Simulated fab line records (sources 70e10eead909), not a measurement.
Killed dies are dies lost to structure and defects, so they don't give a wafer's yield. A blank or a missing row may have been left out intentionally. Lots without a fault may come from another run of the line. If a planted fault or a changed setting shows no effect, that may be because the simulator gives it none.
A struck lot beside a sound one | flow nand harc | 12 out of 1302 route steps
Sound: the wafers L243.1, L243.4, L243.5. The struck wafers were L246.1, L246.2, L246.4. At the end, the cause is stated.
Each step with rows lists, per side, the tool, then ch with its chambers, then its first start. Under that, the readings that differ: sound wafers | struck wafers | difference of the means | sigmas: that difference in standard deviations of wafers without a fault.
alike: words and numbers the same on both sides, and readings whose means are apart by under 2 such deviations; not compared: readings that were withheld, readings missing a value for some wafer, numbers with overlapping values and no deviation given by the record, and bounds like >300 which may hide the same value.
The two part at a step that has a row with sigmas, a row that says differs or no value, or rows on one side only. When numbers do not overlap yet have no deviation, they are printed without sigmas and do not part them. A reading missing from all wafers of one side parts the sides only when that side holds two or more wafers.

first, 1 step without rows for these wafers: NHARC_A_CHANNEL_FILL_D2_ANNEAL_22 (time 7200 s).
NHARC_A_CHANNEL_FILL_D2_THK_MEAS_06: measures by ellipsometry.
  sound: film metro-02 at day 16 05:13; struck: film metro-01 at day 17 02:59
  alike: thk nm
NHARC_A_CHANNEL_FILL_D2_ALD_25: deposits SiOx, target thk 60 nm, pulse time 10 s, ald cycles 600.
  sound on ald hk-04 ch 0,2,3, day 16 06:31; struck on ald hk-03 ch 0,2,3, day 17 03:17
  alike: heater power outer w, heater power w, precursor pulse height rel
NHARC_A_CHANNEL_FILL_D2_ETCHBACK_08: etches the open film in C4F8, target depth 220 nm, time 110 s.
  sound on rie diel-02 ch 2,3; struck on rie diel-02 ch 1,2,3
  reading               | sound          | struck         | difference | sigmas
  oes product au (a.u.) | 0.93 0.91 0.93 | 1.00 1.02 1.00 | +0.08      | +2
  alike: rf vpp V
  not compared: rf hours counter h
NHARC_A_CHANNEL_FILL_D2_STRIP_29: strips in O2, time 20 s.
  sound on rie diel-02 ch 1,3; struck on rie diel-02 ch 0,2,3
  alike: drypump motor current A, oes product au, rf vpp V, showerhead plenum p Torr, throttle valve pct
  not compared: rf hours counter h
then, 3 steps without rows for these wafers: NHARC_A_CHANNEL_FILL_D2_PRECLEAN_30 (cleans in dHF, time 30 s); NHARC_A_CHANNEL_FILL_D2_SRD_31; NHARC_A_CHANNEL_FILL_D2_CVD_09 (deposits poly-Si, target thk 150 nm, time 3000 s).
NHARC_A_CHANNEL_FILL_D2_CMP_10: polishes, target thk 150 nm.
  sound on cmp-04 ch 0,1, day 16 16:48; struck on cmp-01 ch 0,1,2, day 17 14:29
  alike: motor current A, time to endpoint s
following that, these wafers have no rows for 1 step: NHARC_A_CHANNEL_FILL_D2_SRD_12.
NHARC_A_CHANNEL_FILL_D2_RTA_24: time 5 s.
  sound on rtp anneal-02 ch 0, day 16 21:47; struck on rtp anneal-02 ch 0, day 17 15:17
  alike: lamp power pct, lamp_zone_2_pct, wafer_temp_C_max
NHARC_A_CHANNEL_FILL_D2_INSPECT_13:
  sound: defect inspect-01 at day 17 04:05; struck: defect inspect-01 at day 17 15:29
  alike: raw defect count

WHERE THEY PART
Only at NHARC_A_CHANNEL_FILL_D2_ETCHBACK_08, within this record. Later steps at which nothing parts them and some readings are alike: NHARC_A_CHANNEL_FILL_D2_STRIP_29, NHARC_A_CHANNEL_FILL_D2_CMP_10, NHARC_A_CHANNEL_FILL_D2_RTA_24, NHARC_A_CHANNEL_FILL_D2_INSPECT_13.

WHY: whatever the simulator had introduced
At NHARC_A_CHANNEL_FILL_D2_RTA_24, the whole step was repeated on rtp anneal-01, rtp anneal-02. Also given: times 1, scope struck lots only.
